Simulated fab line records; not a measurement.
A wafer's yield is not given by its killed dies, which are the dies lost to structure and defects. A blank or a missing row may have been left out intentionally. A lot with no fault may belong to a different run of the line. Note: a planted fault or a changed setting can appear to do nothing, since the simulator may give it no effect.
One fault through the eyes of 2 desks :: flow n5_finfet :: only its own numbers are on each desk; what lay behind them is given at the end

== FOR THE TOOL OWNER'S DESK: krf_scanner-01 ==
The tool's own readings at N5_BEOL_M15_EXPOSE_25 (exposes mask M15, target cd 400 nm): means of the sampled wafers that have a number, for each lot that ran on this tool. If a lot's mean is further than 4 standard deviations from the usual mean, the lot is out of limits and carries the mark OUT (the distance appears in the brackets).
Columns: A = stage_vel_mm_s at N5_BEOL_M15_EXPOSE_25, usual 499.97 mm/s
lot: L470
first seen here: day 13 19:51
A: 500.17

lot: L473
first seen here: day 14 17:51
A: 499.73

lot: L475
first seen here: day 16 01:37
A: 500.10
This desk's verdict: no lot among the 3 shows anything out of limits.

== METROLOGY DESK ==
Lot by lot, what the gauges showed, no matter which tool ran the lot: averages of those sampled wafers that carry a number. If a lot's mean is further than 4 standard deviations from the usual mean, the lot is out of limits and carries the mark OUT (the distance appears in the brackets).
Columns: A = M15_OVL at N5_BEOL_M15_OVL_MEAS_29, usual -3 nm
lot: L470
first seen here: day 13 20:03
A: 0

lot: L473
first seen here: day 14 18:03
A: 97 (+21) OUT

lot: L476
first seen here: day 15 12:48
A: -8

lot: L475
first seen here: day 16 01:49
A: 98 (+21) OUT

lot: L478
first seen here: day 16 21:52
A: -6

lot: L482
first seen here: day 17 07:20
A: -4

lot: L484
first seen here: day 17 21:54
A: -8

lot: L483
first seen here: day 17 22:10
A: -3

lot: L485
first seen here: day 17 22:13
A: -7

lot: L486
first seen here: day 18 05:57
A: -3
This desk finds L473, L475 out of limits, with the earliest case on L473 at day 14 18:03 (M15_OVL at N5_BEOL_M15_OVL_MEAS_29). Within limits: L470, L476, L478, L482, L484, L483, L485, L486.

== PUT TOGETHER ==
L473, L475 would have let the metrology desk raise an alarm at day 14 18:03.
Nothing out of limits was seen by the tool owner's desk.
Tool owner's desk: L473, L475 on record, inside its limits.
The lots listed all ran N5_BEOL_M15_EXPOSE_25 on krf_scanner-01.

== WHAT THE SIMULATOR HAD INSERTED ==
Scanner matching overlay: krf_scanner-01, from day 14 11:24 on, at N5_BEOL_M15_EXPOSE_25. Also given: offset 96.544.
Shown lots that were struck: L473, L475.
Delay in hours, fault start to first out-of-limits reading, per desk: metrology desk 7.
